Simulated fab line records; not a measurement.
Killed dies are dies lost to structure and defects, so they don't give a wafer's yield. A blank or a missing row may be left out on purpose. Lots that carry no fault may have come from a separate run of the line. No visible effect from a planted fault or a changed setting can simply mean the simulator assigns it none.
A lot that was struck, set against a sound lot    flow n5Finfet    42 out of 1938 route steps
Sound: the wafers L521.2, L521.4, L521.5. Struck: wafer L523.2 (left out: L523.4, L523.6 of the same lot, which were not struck); the cause appears at the end.
Each step with rows lists, per side, the tool, then ch with its chambers, then its first start. Under that, the readings that differ: sound wafers    struck wafers    difference of the means    sigmas: that difference in standard deviations of wafers without a fault.
alike: a reading whose means differ by less than 2 such deviations, as well as words and numbers matching on both sides. not compared: withheld readings; readings where some wafer has no value; bounds like >300 that might hide an equal value; numbers whose values overlap and for which the record gives no deviation.
Wherever a step has rows on one side only, a row that says differs or no value, or a row with sigmas, the two part there. Non-overlapping numbers with no deviation appear without sigmas and do not part them. Lack of a reading on every wafer of one side parts them only where that side has two or more wafers.

first, 12 steps without rows for these wafers: N5_SD_EPI_N_STRIP_36 (strips in N2/H2); N5_SD_EPI_N_ETCHBACK_44 (etches SiNx in CH3F/O2, stops on SiO2, target depth 14.5 nm); N5_SD_EPI_N_ETCH_45 (etches SiOCN in CH3F/O2, target depth 6 nm); N5_SD_EPI_N_ETCH_16 (etches SiO2 in CHF3/O2, target depth 5 nm); N5_SD_EPI_N_STRIP_47 (strips in CHF3/O2); N5_SD_EPI_N_SD_RECESS_17 (chemistry HBr/Cl2/O2, target depth 41 nm, time 23.7 s, bt time 3 s); N5_SD_EPI_N_STRIP_38 (strips in N2/H2); N5_SD_EPI_N_WET_ETCH_43 (etches SiO2 in dHF, time 14 s, target depth 1.5 nm); N5_SD_EPI_N_STRIP_18 (strips in SPM, time 750 s); N5_SD_EPI_N_SRD_20 (time 30 s); N5_SD_EPI_N_PRECLEAN_48 (cleans in NF3:NH3, afs cycles 2, time 20 s, sublimation time 60 s); N5_SD_EPI_N_VAPOR_ETCH_50 (etches Si in HCl, time 54 s).
N5_SD_EPI_N_EPI_21: deposits Si:P, time 690 s.
  sound on epiRpcvd-01 ch 0, day 4 05:46; struck on epiRpcvd-01 ch 0, day 4 17:14
reading                                   sound           struck  difference  sigmas
model.Si-P_of_SD_EPI_N_EPI_21.thkNm (nm)  59.8 59.6 59.6  65.6    +5.9        
N5_SD_EPI_N_EPI_MEAS_23:
  sound on filmMetro-01, day 4 07:13; struck on filmMetro-01, day 4 18:40
reading     sound           struck  difference  sigmas
thkNm (nm)  59.9 60.6 58.8  65.2    +5.4        +5
then, 24 steps without rows for these wafers: N5_SD_EPI_N_PRECLEAN_24 (cleans in O3/DIW, time 60 s); N5_SD_EPI_N_SRD_25 (time 30 s); N5_SD_EPI_N_PRECLEAN_49 (cleans in NF3:NH3, afs cycles 1, time 20 s, sublimation time 60 s); N5_SD_EPI_N_LINER_46 (material SiNx, target thk 3 nm); N5_SD_EPI_P_COAT_34 (time 60 s, resist thk 350 nm); N5_SD_EPI_P_COAT_35 (time 60 s, resist thk 35 nm); N5_SD_EPI_P_COAT_03 (resist thk 150 nm); N5_SD_EPI_P_EBR_05; N5_SD_EPI_P_SOFTBAKE_04 (time 60 s); N5_SD_EPI_P_EXPOSE_06 (exposes mask SD P BLK, target cd 240 nm); N5_SD_EPI_P_PEB_07 (peb time 60 s); N5_SD_EPI_P_DEVELOP_08 (develop time 30 s); N5_SD_EPI_P_DESCUM_14 (chemistry O2, time 7.9 s); N5_SD_EPI_P_ETCH_36 (etches SiARC in CF4, target depth 45.5 nm, time 75.8 s); N5_SD_EPI_P_ETCH_37 (etches SOC in N2/H2, overetch 108 nm, time 486 s); N5_SD_EPI_P_STRIP_38 (strips in N2/H2); N5_SD_EPI_P_ETCHBACK_46 (etches SiNx in CH3F/O2, stops on SiO2, target depth 17.5 nm); N5_SD_EPI_P_ETCH_47 (etches SiOCN in CH3F/O2, target depth 25 nm); N5_SD_EPI_P_ETCH_16 (etches SiO2 in CHF3/O2, target depth 5 nm); N5_SD_EPI_P_STRIP_50 (strips in CHF3/O2); N5_SD_EPI_P_SD_RECESS_17 (chemistry HBr/Cl2/O2, target depth 39.1 nm, bt time 3 s); N5_SD_EPI_P_WET_ETCH_45 (etches SiO2 in dHF, time 10.7 s, target depth 2 nm, rinse time 30 s); N5_SD_EPI_P_STRIP_40 (strips in N2/H2); N5_SD_EPI_P_PRECLEAN_52 (cleans in O3/DIW, time 60 s).
N5_SD_ACTIVATION_RS_MEAS_03: measurement is done with a four-point probe.
  sound on filmMetro-01, day 4 13:35; struck on filmMetro-02, day 5 00:21
reading           sound              struck  difference  sigmas
RS_SD_N (ohm/sq)  21.67 21.82 21.98  19.92   -1.90       -7
  alike: RS_SD_P
N5_MOL_CONTACT_COAG_ETCH_15: etches SiNx in CH3F/O2, stops on Si:P, target depth 7 nm.
  sound on rieDiel-06 ch 0,1,3, day 5 19:43; struck on rieDiel-06 ch 3, day 6 07:14
reading                                   sound           struck  difference  sigmas
model.Si-P_of_SD_EPI_N_EPI_21.thkNm (nm)  58.8 58.8 58.8  64.8    +6.0        
  alike: drypumpMotorCurrentA, oesProductAu, rfFwdPowerW, rfVppV, showerheadPlenumPTorr, throttleValvePct
  not compared: rfHoursCounterH
-- record jumps: 4 days separate the struck wafers' starts on either side; left off in module MOL_CONTACT_COAG, taken up again in module BEOL_M4, whose first shown step is the route's number 1111 --
N5_BEOL_M4_RC_MEAS_101:
  sound on prober-01 ch 0, day 9 09:52; struck on prober-01 ch 0, day 9 21:11
reading           sound              struck  difference  sigmas
DIBL_P (mV/V)     36.5 36.4 37.0     32.8    -3.8        -2
ION_N (uA/um)     678 670 678        655     -20         -2
ION_P (uA/um)     465 462 462        450     -13         -2
RS_SD_N (ohm/sq)  28.2 28.1 28.4     25.4    -2.8        -7
VT_N (mV)         250.1 250.5 249.6  256.7   +6.6        +3
  alike: DIBL_N, IOFF_N, IOFF_P, SS_N, SS_P, VT_P
-- record jumps: 4 days separate the struck wafers' starts on either side; left off in module BEOL_M4, taken up again in module PASSIVATION, whose first shown step is the route's number 1936 --
N5_PASSIVATION_PROBE_49:
  sound on prober-01, day 13 22:06; struck on prober-02, day 14 03:28
  alike: defectLimitedYield, killed_at_M0_to_M3, killed_at_M4_up, killedAtContacts, killedAtFrontEnd, killedAtOther, killedDies, killedOpen, killedShort, sort_bin_5_function, sort_bin_6_memory, sortNPass, sortYieldPct

## WHERE THEY PART
First at N5_SD_EPI_N_EPI_MEAS_23; last, within this record, at N5_BEOL_M4_RC_MEAS_101. Later steps at which nothing parts them and some readings are alike: N5_PASSIVATION_PROBE_49.

WHY: whatever the simulator had introduced
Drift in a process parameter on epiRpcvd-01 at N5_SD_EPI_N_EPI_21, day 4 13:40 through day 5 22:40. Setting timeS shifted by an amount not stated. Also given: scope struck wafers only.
